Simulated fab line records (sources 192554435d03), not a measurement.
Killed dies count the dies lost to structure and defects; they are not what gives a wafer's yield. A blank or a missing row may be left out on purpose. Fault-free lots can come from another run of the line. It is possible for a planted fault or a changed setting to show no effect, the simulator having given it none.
Split-lot trial	flow n5-finfet	21 wafers read from 7 lots, route of 1938 steps

== SPLIT DETAILS ==
At N5_BEOL_M11_COAT_22 (resist thk 90 nm), the setting spin-rpm was moved away from the recipe's 1500 rpm on 9 of the 21 wafers read, by -9.9% to +8.1%. For the rest of the wafers, this setting stayed at what the recipe calls for.

== FROM THE SPLIT TO THE READING: what the file shows between them, 4 steps ==
- N5_BEOL_M11_EBR_24
- N5_BEOL_M11_SOFTBAKE_23: time 60 s
- N5_BEOL_M11_EXPOSE_25: exposes mask V10
- N5_BEOL_M11_PEB_26: peb time 60 s

== THE READING ==
CAR-ArF_of_BEOL_M11_COAT_22.thk-nm (the simulator's own value, which no gauge read), in nm, at N5_BEOL_M11_DEVELOP_27 (develop time 30 s). The file does not state a usual value for it. Here, 12 wafers ran the recipe; their average is 88.5 nm with a standard deviation of 0.21 nm.

wafer	tool, chamber at the split	spin-rpm as run, rpm	against the recipe	CAR-ArF_of_BEOL_M11_COAT_22.thk-nm, nm	against lot-mates on the recipe
L074.1	litho-track-02, 0	1500	recipe	88.6	-
L074.2	litho-track-02, 0	1500	recipe	88.6	-
L074.6	litho-track-02, 0	1500	recipe	88.8	-
L075.1	litho-track-04, 0	1500	recipe	88.6	-
L075.4	litho-track-04, 0	1500	recipe	88.8	-
L075.5	litho-track-04, 0	1500	recipe	88.4	-
L076.2	litho-track-02, 0	1500	recipe	88.2	-
L076.3	litho-track-02, 0	1500	recipe	88.4	-
L076.6	litho-track-02, 0	1591	+6.1%	85.6	-2.7
L079.2	litho-track-02, 0	1622	+8.1%	84.8	no lot-mate on the recipe
L079.4	litho-track-02, 0	1622	+8.1%	84.8	no lot-mate on the recipe
L079.3	litho-track-02, 0	1622	+8.1%	84.6	no lot-mate on the recipe
L080.3	litho-track-05, 0	1352	-9.9%	93.6	+5.4
L080.5	litho-track-05, 0	1500	recipe	88.2	-
L080.6	litho-track-05, 0	1352	-9.9%	93.4	+5.2
L092.1	litho-track-05, 0	1500	recipe	88.4	-
L092.4	litho-track-05, 0	1618	+7.9%	85	-3.3
L092.5	litho-track-05, 0	1500	recipe	88.2	-
L096.2	litho-track-05, 0	1500	recipe	88.4	-
L096.4	litho-track-05, 0	1410	-6.0%	91	+2.6
L096.6	litho-track-05, 0	1410	-6.0%	91	+2.6

THE FIT
A straight line over all 21 wafers: CAR-ArF_of_BEOL_M11_COAT_22.thk-nm changes by -0.471 nm for each +1% of spin-rpm; r = -1.00; the points scatter about the line by 0.24 nm.
The same after taking each lot's own level away (the mean of its wafers on the recipe; 18 wafers): -0.484 nm for each +1%; r = -0.99; scatter 0.27 nm.
The reading moves by 4.8 nm for the largest change in spin-rpm, on that fit.
The lots' own levels span 88.20 to 88.67 nm, that is 2.3 times the standard deviation above.
Hence the lot-to-lot level has little effect on the slope; both slopes agree.
Check: with one of the wafers moved furthest among these (-9.9%) left out of the fit, the line predicts +4.63 nm for it against its lot-mates. Against them it came out at +5.4 nm.

== OTHER SPLITS APPLIED TO THESE WAFERS ==
Note: prior to the reading, these wafers also went through further splits. Each is held against what the fit with the lots' levels taken away leaves over:
other split on the same wafers	wafers away from the commonest value	r with CAR-ArF_of_BEOL_M11_COAT_22.thk-nm (lot level and that fit taken away)
N5_BEOL_M8_EXPOSE_08 dose-mj	5	+0.69
N5_BEOL_M8_ETCH_62 bias-w	10	-0.36
N5_BEOL_M10_COAT_64 spin-rpm	7	+0.44
N5_BEOL_M10_COAT_22 spin-rpm	5	-0.16

== THE WHOLE CHAIN: every reading that the file lists as answering this split, in the file's order ==
step	what it does	reading	change (the file's fit)	r (the file's)
N5_BEOL_M11_COAT_22	resist thk 90 nm	CAR-ArF_of_BEOL_M11_COAT_22.thk-nm (the simulator's own value, which no gauge read)	-0.488 nm for each +1% of the setting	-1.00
N5_BEOL_M11_DEVELOP_27	develop time 30 s	CAR-ArF_of_BEOL_M11_COAT_22.thk-nm (the simulator's own value, which no gauge read)	-0.475 nm for each +1% of the setting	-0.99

== THE FILE'S OWN FIT ==
CAR-ArF_of_BEOL_M11_COAT_22.thk-nm changes by -0.475 nm for each +1% of spin-rpm, r = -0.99.
